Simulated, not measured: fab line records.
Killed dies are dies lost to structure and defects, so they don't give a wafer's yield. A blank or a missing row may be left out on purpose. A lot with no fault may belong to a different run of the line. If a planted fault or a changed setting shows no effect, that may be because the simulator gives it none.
Problem report in the 8D (eight disciplines) form, filled by code | flow n5-finfet | the parts of the form that need people (team, actions taken, sign-off) are left out

== 1. WHAT IS WRONG ==
Wafers without a fault read 1500.1 rpm, standard deviation 1.1; spin-speed-rpm at N5_BEOL_M6_COAT_64 reads a mean of 1725.1 rpm on 6 wafers belonging to 2 lots. So: +99 or more standard deviations from the usual mean.
The step: time 60 s, resist thk 12 nm.
First observed at day 13 06:34: wafer L798.2, on litho-track-02. Wafers with a number at this step in the record: 12, from 4 lots. By rule, "out" or "out of limits" means more than 4 standard deviations away from the usual mean. The other wafers with a number count as sound.

== 2. WHAT IT IS AND WHAT IT IS NOT ==
question                    | is                     | is not
which readings at this step | spin-speed-rpm         | -
which lots                  | L798, L801             | L790, L802
which wafers of those lots  | all that have a number | -
read on which tools         | litho-track-02         | litho-track-01
when                        | from day 13 06:34      | up to then (3 sound wafers); but 3 sound wafers of L802 came after

== 3. THE SUSPECTS, EACH WITH WHAT RULES IT OUT ==
Counting: a tool at any process step up to the reading remains a suspect when it ran all the lots that are out and ran no sound lot after the first of those.
- litho-track-02 at N5_BEOL_M6_COAT_64 (time 60 s, resist thk 12 nm): kept. Every lot that is out went through it, starting with L798 (day 13 06:34), and after that it ran no sound lot; the last sound lot it ran before then is L790 (day 11 13:10). Out on those wafers are its own readings of spin-speed-rpm.
Remaining after the count: litho-track-02 at N5_BEOL_M6_COAT_64.

== 4. THE CAUSE (what the simulator had put in) ==
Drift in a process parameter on litho-track-02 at N5_BEOL_M6_COAT_64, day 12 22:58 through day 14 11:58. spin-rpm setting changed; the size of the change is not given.
This tool alone remained once counting was done.

== 5. THE CHAIN OF EFFECTS, in route order ==
Rows list readings where the struck wafers' mean (over those with a number) sits beyond 3 standard deviations from the usual. Only readings for which the record gives a usual standard deviation are gone through. hours: the time from each lot's start at the first step in this table that gives one to its start at this step, as a median over the lots. sigmas: the change in usual standard deviations.
hours | step               | reading        | usual      | on struck wafers | change | sigmas
0     | N5_BEOL_M6_COAT_64 | spin-speed-rpm | 1500.1 rpm | 1725.1           | +225.0 | +99 or more
Its process steps:
- N5_BEOL_M6_COAT_64: time 60 s, resist thk 12 nm.

== 6. HOW IT WOULD HAVE BEEN CAUGHT EARLIER ==
The fault began at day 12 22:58; the first out-of-limits reading in this record came at day 13 06:34, 8 hours later.
